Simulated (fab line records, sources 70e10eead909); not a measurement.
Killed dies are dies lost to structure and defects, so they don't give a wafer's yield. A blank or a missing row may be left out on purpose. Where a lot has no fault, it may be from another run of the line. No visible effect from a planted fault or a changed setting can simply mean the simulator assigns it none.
The tool behind it: which one? :: flow nandHarc :: Sampling: 11 lots, 33 wafers, 5 of 1302 route steps

## WHAT EACH GAUGE READ, for each wafer
NHARC_END_SORT_01.
lot: L937
measured: day 30 04:48
on: prober-02
killedAtArray: 666 665 42
killedAtOther: 0 0 0
killedAtPeriphery: 4 11 3
killedDies: 670 676 45
killedOpen: 2 6 2
killedShort: 3 8 2

lot: L938
measured: day 30 06:22
on: prober-01
killedAtArray: 35 30 668
killedAtOther: 1 0 1
killedAtPeriphery: 2 4 5
killedDies: 38 34 674
killedOpen: 2 4 4
killedShort: 2 2 2

lot: L936
measured: day 30 13:27
on: prober-02
killedAtArray: 54 52 53
killedAtOther: 0 0 0
killedAtPeriphery: 4 1 3
killedDies: 58 53 56
killedOpen: 4 2 6
killedShort: 5 3 4

## EACH LOT AND THE TOOL THAT RAN IT (in order: tool; ch and the chambers of the sampled wafers; start)
lot: L923
NHARC_A_STAIRCASE_ETCH_170: rieDiel-02 ch 0,3, day 15 21:17 or earlier
NHARC_A_STAIRCASE_ETCH_13: rieDiel-02 ch 1,2, day 15 21:17 or earlier
NHARC_A_STAIRCASE_TRIM_16: rieDiel-02 ch 0,2,3, day 15 21:17
NHARC_A_STAIRCASE_ETCH_25: rieDiel-02 ch 0,1,2, no start

lot: L929
NHARC_A_STAIRCASE_ETCH_170: rieDiel-06 ch 1,2,3, day 17 14:53 or earlier
NHARC_A_STAIRCASE_ETCH_13: rieDiel-06 ch 1,2, day 17 14:53 or earlier
NHARC_A_STAIRCASE_TRIM_16: rieDiel-06 ch 0,3, day 17 14:53
NHARC_A_STAIRCASE_ETCH_25: rieDiel-06 ch 2,3, no start

lot: L937
NHARC_A_STAIRCASE_ETCH_170: rieDiel-02 ch 1,2, day 21 14:21 or earlier
NHARC_A_STAIRCASE_ETCH_13: rieDiel-02 ch 0,1, day 21 14:21 or earlier
NHARC_A_STAIRCASE_TRIM_16: rieDiel-02 ch 0,2,3, day 21 14:21
NHARC_A_STAIRCASE_ETCH_25: rieDiel-02 ch 0,1,3, day 30 04:48 or earlier

lot: L938
NHARC_A_STAIRCASE_ETCH_170: rieDiel-02 ch 0,1,2, day 21 18:28 or earlier
NHARC_A_STAIRCASE_ETCH_13: rieDiel-02 ch 0,1,3, day 21 18:28 or earlier
NHARC_A_STAIRCASE_TRIM_16: rieDiel-02 ch 2,3, day 21 18:28
NHARC_A_STAIRCASE_ETCH_25: rieDiel-02 ch 0,1,2, day 30 06:22 or earlier

lot: L936
NHARC_A_STAIRCASE_ETCH_170: rieDiel-06 ch 0,1,3, day 21 22:13 or earlier
NHARC_A_STAIRCASE_ETCH_13: rieDiel-06 ch 2,3, day 21 22:13 or earlier
NHARC_A_STAIRCASE_TRIM_16: rieDiel-06 ch 0,1,2, day 21 22:13
NHARC_A_STAIRCASE_ETCH_25: rieDiel-02 ch 0,2,3, day 30 13:27 or earlier

lot: L941
NHARC_A_STAIRCASE_ETCH_170: rieDiel-09 ch 1,2,3, day 23 01:50 or earlier
NHARC_A_STAIRCASE_ETCH_13: rieDiel-06 ch 1,2,3, day 23 01:50 or earlier
NHARC_A_STAIRCASE_TRIM_16: rieDiel-06 ch 0,1,2, day 23 01:50
NHARC_A_STAIRCASE_ETCH_25: rieDiel-02 ch 0,1,3, no start

lot: L940
NHARC_A_STAIRCASE_ETCH_170: rieDiel-06 ch 0,1,3, day 23 02:11 or earlier
NHARC_A_STAIRCASE_ETCH_13: rieDiel-09 ch 0,3, day 23 02:11 or earlier
NHARC_A_STAIRCASE_TRIM_16: rieDiel-09 ch 0,1,3, day 23 02:11
NHARC_A_STAIRCASE_ETCH_25: rieDiel-09 ch 0,3, no start

lot: L942
NHARC_A_STAIRCASE_ETCH_170: rieDiel-06 ch 0,1,2, day 23 09:48 or earlier
NHARC_A_STAIRCASE_ETCH_13: rieDiel-09 ch 0,1, day 23 09:48 or earlier
NHARC_A_STAIRCASE_TRIM_16: rieDiel-09 ch 0,3, day 23 09:48
NHARC_A_STAIRCASE_ETCH_25: rieDiel-02 ch 1,2,3, no start

lot: L944
NHARC_A_STAIRCASE_ETCH_170: rieDiel-09 ch 0,2,3, day 24 11:52 or earlier
NHARC_A_STAIRCASE_ETCH_13: rieDiel-02 ch 0,2,3, day 24 11:52 or earlier
NHARC_A_STAIRCASE_TRIM_16: rieDiel-02 ch 0,2,3, day 24 11:52
NHARC_A_STAIRCASE_ETCH_25: rieDiel-09 ch 0,1,2, no start

lot: L945
NHARC_A_STAIRCASE_ETCH_170: rieDiel-02 ch 0,2,3, day 24 14:45 or earlier
NHARC_A_STAIRCASE_ETCH_13: rieDiel-09 ch 0,1, day 24 14:45 or earlier
NHARC_A_STAIRCASE_TRIM_16: rieDiel-09 ch 0,3, day 24 14:45
NHARC_A_STAIRCASE_ETCH_25: rieDiel-02 ch 1,2, no start

lot: L946
NHARC_A_STAIRCASE_ETCH_170: rieDiel-02 ch 1,2, day 25 08:02 or earlier
NHARC_A_STAIRCASE_ETCH_13: rieDiel-06 ch 0,1, day 25 08:02 or earlier
NHARC_A_STAIRCASE_TRIM_16: rieDiel-06 ch 2,3, day 25 08:02
NHARC_A_STAIRCASE_ETCH_25: rieDiel-09 ch 1,2, no start
- NHARC_A_STAIRCASE_ETCH_170: etches the open film in C4F6/O2, target depth 200 nm, time 66.667 s.
- NHARC_A_STAIRCASE_ETCH_13: etches the open film in C4F8/O2, target depth 100 nm, time 40.5 s.
- NHARC_A_STAIRCASE_TRIM_16: chemistry O2, time 211.2 s.
- NHARC_A_STAIRCASE_ETCH_25: etches the open film in C4F8/O2, target depth 100 nm, time 40.5 s.

## AS READ BY THE TOOLS THEMSELVES (means over the sampled wafers that have a number; for cases with no such wafer, the mark the record gives instead)
NHARC_A_STAIRCASE_ETCH_170.
lot: L923
tool: rieDiel-02
drypumpMotorCurrentA (A): 5.2
o2FlowSccm (sccm): 19.98
oesProductAu (a.u.): 0.986
rfFwdPowerW (W): 595.5
rfVppV (V): 543
showerheadPlenumPTorr (Torr): 3.73
throttleValvePct (%): 26.905

lot: L929
tool: rieDiel-06
drypumpMotorCurrentA (A): 5.7
o2FlowSccm (sccm): 20.05
oesProductAu (a.u.): 0.977
rfFwdPowerW (W): 596.2
rfVppV (V): 547
showerheadPlenumPTorr (Torr): 3.95
throttleValvePct (%): 26.900

lot: L937
tool: rieDiel-02
drypumpMotorCurrentA (A): 5.7
o2FlowSccm (sccm): 20.04
oesProductAu (a.u.): 0.981
rfFwdPowerW (W): 595.0
rfVppV (V): 546
showerheadPlenumPTorr (Torr): 3.89
throttleValvePct (%): 26.903

lot: L938
tool: rieDiel-02
drypumpMotorCurrentA (A): 5.6
o2FlowSccm (sccm): 20.02
oesProductAu (a.u.): 0.977
rfFwdPowerW (W): 595.5
rfVppV (V): 544
showerheadPlenumPTorr (Torr): 3.81
throttleValvePct (%): 26.904

lot: L936
tool: rieDiel-06
drypumpMotorCurrentA (A): 5.8
o2FlowSccm (sccm): 19.94
oesProductAu (a.u.): 0.973
rfFwdPowerW (W): 596.7
rfVppV (V): 546
showerheadPlenumPTorr (Torr): 3.86
throttleValvePct (%): 26.902

lot: L941
tool: rieDiel-09
drypumpMotorCurrentA (A): 5.5
o2FlowSccm (sccm): 20.04
oesProductAu (a.u.): 0.967
rfFwdPowerW (W): 594.5
rfVppV (V): 548
showerheadPlenumPTorr (Torr): 3.96
throttleValvePct (%): 26.914

lot: L940
tool: rieDiel-06
drypumpMotorCurrentA (A): 5.8
o2FlowSccm (sccm): 19.98
oesProductAu (a.u.): 0.959
rfFwdPowerW (W): 598.3
rfVppV (V): 546
showerheadPlenumPTorr (Torr): 3.86
throttleValvePct (%): 26.902

lot: L942
tool: rieDiel-06
drypumpMotorCurrentA (A): 5.8
o2FlowSccm (sccm): 20.06
oesProductAu (a.u.): 0.972
rfFwdPowerW (W): 598.1
rfVppV (V): 546
showerheadPlenumPTorr (Torr): 3.90
throttleValvePct (%): 26.904

lot: L944
tool: rieDiel-09
drypumpMotorCurrentA (A): 5.6
o2FlowSccm (sccm): 19.98
oesProductAu (a.u.): 0.980
rfFwdPowerW (W): 594.5
rfVppV (V): 546
showerheadPlenumPTorr (Torr): 3.93
throttleValvePct (%): 26.904

lot: L945
tool: rieDiel-02
drypumpMotorCurrentA (A): 5.4
o2FlowSccm (sccm): 19.95
oesProductAu (a.u.): 0.979
rfFwdPowerW (W): 594.6
rfVppV (V): 548
showerheadPlenumPTorr (Torr): 3.97
throttleValvePct (%): 26.906

lot: L946
tool: rieDiel-02
drypumpMotorCurrentA (A): 5.7
o2FlowSccm (sccm): 19.98
oesProductAu (a.u.): 0.989
rfFwdPowerW (W): 594.5
rfVppV (V): 544
showerheadPlenumPTorr (Torr): 3.78
throttleValvePct (%): 26.908

NHARC_A_STAIRCASE_ETCH_13.
lot: L923
tool: rieDiel-02
oesProductAu (a.u.): 0.935
rfFwdPowerW (W): 595.8
rfVppV (V): 896

lot: L929
tool: rieDiel-06
oesProductAu (a.u.): 0.932
rfFwdPowerW (W): 596.7
rfVppV (V): 899

lot: L937
tool: rieDiel-02
oesProductAu (a.u.): 0.952
rfFwdPowerW (W): 595.1
rfVppV (V): 891

lot: L938
tool: rieDiel-02
oesProductAu (a.u.): 0.932
rfFwdPowerW (W): 592.7
rfVppV (V): 894

lot: L936
tool: rieDiel-06
oesProductAu (a.u.): 0.934
rfFwdPowerW (W): 591.4
rfVppV (V): 901

lot: L941
tool: rieDiel-06
oesProductAu (a.u.): 0.954
rfFwdPowerW (W): 593.9
rfVppV (V): 895

lot: L940
tool: rieDiel-09
oesProductAu (a.u.): 0.942
rfFwdPowerW (W): 592.0
rfVppV (V): 896

lot: L942
tool: rieDiel-09
oesProductAu (a.u.): 0.945
rfFwdPowerW (W): 591.3
rfVppV (V): 901

lot: L944
tool: rieDiel-02
oesProductAu (a.u.): 0.955
rfFwdPowerW (W): 590.9
rfVppV (V): 898

lot: L945
tool: rieDiel-09
oesProductAu (a.u.): 0.941
rfFwdPowerW (W): 591.2
rfVppV (V): 900

lot: L946
tool: rieDiel-06
oesProductAu (a.u.): 0.951
rfFwdPowerW (W): 596.2
rfVppV (V): 890

NHARC_A_STAIRCASE_TRIM_16.
lot: L923
tool: rieDiel-02
drypumpMotorCurrentA (A): 5.4
o2FlowSccm (sccm): 500.3
oesProductAu (a.u.): 0.999
rfVppV (V): 57.3
showerheadPlenumPTorr (Torr): 3.41
throttleValvePct (%): 17.033

lot: L929
tool: rieDiel-06
drypumpMotorCurrentA (A): 6.1
o2FlowSccm (sccm): 500.6
oesProductAu (a.u.): 1.008
rfVppV (V): 58.4
showerheadPlenumPTorr (Torr): 3.55
throttleValvePct (%): 17.044

lot: L937
tool: rieDiel-02
drypumpMotorCurrentA (A): 5.4
o2FlowSccm (sccm): 499.4
oesProductAu (a.u.): 1.137
rfVppV (V): 57.8
showerheadPlenumPTorr (Torr): 3.58
throttleValvePct (%): 17.041

lot: L938
tool: rieDiel-02
drypumpMotorCurrentA (A): 5.3
o2FlowSccm (sccm): 500.3
oesProductAu (a.u.): 1.066
rfVppV (V): 57.1
showerheadPlenumPTorr (Torr): 3.72
throttleValvePct (%): 17.039

lot: L936
tool: rieDiel-06
drypumpMotorCurrentA (A): 5.8
o2FlowSccm (sccm): 498.4
oesProductAu (a.u.): 0.996
rfVppV (V): 58.1
showerheadPlenumPTorr (Torr): 3.51
throttleValvePct (%): 17.029

lot: L941
tool: rieDiel-06
drypumpMotorCurrentA (A): 5.8
o2FlowSccm (sccm): 498.4
oesProductAu (a.u.): 0.995
rfVppV (V): 57.4
showerheadPlenumPTorr (Torr): 3.51
throttleValvePct (%): 17.033

lot: L940
tool: rieDiel-09
drypumpMotorCurrentA (A): 5.6
o2FlowSccm (sccm): 500.0
oesProductAu (a.u.): 0.995
rfVppV (V): 57.6
showerheadPlenumPTorr (Torr): 3.62
throttleValvePct (%): 17.044

lot: L942
tool: rieDiel-09
drypumpMotorCurrentA (A): 5.6
o2FlowSccm (sccm): 499.5
oesProductAu (a.u.): 1.011
rfVppV (V): 57.3
showerheadPlenumPTorr (Torr): 3.59
throttleValvePct (%): 17.044

lot: L944
tool: rieDiel-02
drypumpMotorCurrentA (A): 5.3
o2FlowSccm (sccm): 497.9
oesProductAu (a.u.): 1.003
rfVppV (V): 58.0
showerheadPlenumPTorr (Torr): 3.57
throttleValvePct (%): 17.027

lot: L945
tool: rieDiel-09
drypumpMotorCurrentA (A): 5.4
o2FlowSccm (sccm): 499.2
oesProductAu (a.u.): 0.998
rfVppV (V): 56.4
showerheadPlenumPTorr (Torr): 3.54
throttleValvePct (%): 17.042

lot: L946
tool: rieDiel-06
drypumpMotorCurrentA (A): 5.8
o2FlowSccm (sccm): 501.4
oesProductAu (a.u.): 1.006
rfVppV (V): 58.4
showerheadPlenumPTorr (Torr): 3.65
throttleValvePct (%): 17.038

NHARC_A_STAIRCASE_ETCH_25.
lot: L923
tool: rieDiel-02
oesProductAu (a.u.): 0.936
rfFwdPowerW (W): 591.5
rfVppV (V): 892

lot: L929
tool: rieDiel-06
oesProductAu (a.u.): 0.959
rfFwdPowerW (W): 594.1
rfVppV (V): 901

lot: L937
tool: rieDiel-02
oesProductAu (a.u.): 0.943
rfFwdPowerW (W): 591.7
rfVppV (V): 894

lot: L938
tool: rieDiel-02
oesProductAu (a.u.): 0.939
rfFwdPowerW (W): 592.9
rfVppV (V): 892

lot: L936
tool: rieDiel-02
oesProductAu (a.u.): 0.935
rfFwdPowerW (W): 591.7
rfVppV (V): 898

lot: L941
tool: rieDiel-02
oesProductAu (a.u.): 0.953
rfFwdPowerW (W): 593.5
rfVppV (V): 894

lot: L940
tool: rieDiel-09
oesProductAu (a.u.): 0.945
rfFwdPowerW (W): 591.5
rfVppV (V): 898

lot: L942
tool: rieDiel-02
oesProductAu (a.u.): 0.947
rfFwdPowerW (W): 593.3
rfVppV (V): 898

lot: L944
tool: rieDiel-09
oesProductAu (a.u.): 0.952
rfFwdPowerW (W): 592.1
rfVppV (V): 898

lot: L945
tool: rieDiel-02
oesProductAu (a.u.): 0.936
rfFwdPowerW (W): 593.4
rfVppV (V): 892

lot: L946
tool: rieDiel-09
oesProductAu (a.u.): 0.954
rfFwdPowerW (W): 590.8
rfVppV (V): 896

## THE ANSWER, worked out from the rows above alone
Rule: the usual values come from the lots themselves. Put in order of their means at a reading, lots are off if they are a third of the lots or fewer, leave a main group of 4 or more, and stand apart from it by a gap of 3 or more times the standard deviation of the main group's means; of several such gaps the widest counts. The tables above print the reading to a certain number of digits; a main group whose means all agree to those digits is not used. Also off: a lot with no number at a reading for which 4 or more lots have one. Any other lot the step has rows for is counted as sound. First the gauges in route order, then the tools' own readings, where a lot's mean is used as printed above. At the first step where some lot is off, the reading lying furthest off is the one used; lots without a number count as furthest.
Off at NHARC_A_STAIRCASE_TRIM_16 (oesProductAu): L937, L938. Main group: mean 1.001 a.u., sd 0.0057.
If a tool, at that step or one of the process steps before it, ran each lot that is off and ran no sound lot following the first of them, it fits. Because NHARC_A_STAIRCASE_ETCH_170 lacks a start for some lots, the hours and order of its lots are taken from NHARC_A_STAIRCASE_TRIM_16. Because NHARC_A_STAIRCASE_ETCH_13 lacks a start for some lots, the hours and order of its lots are taken from NHARC_A_STAIRCASE_TRIM_16. None of those tried fits.

## WHAT THE SIMULATOR HAD PUT IN
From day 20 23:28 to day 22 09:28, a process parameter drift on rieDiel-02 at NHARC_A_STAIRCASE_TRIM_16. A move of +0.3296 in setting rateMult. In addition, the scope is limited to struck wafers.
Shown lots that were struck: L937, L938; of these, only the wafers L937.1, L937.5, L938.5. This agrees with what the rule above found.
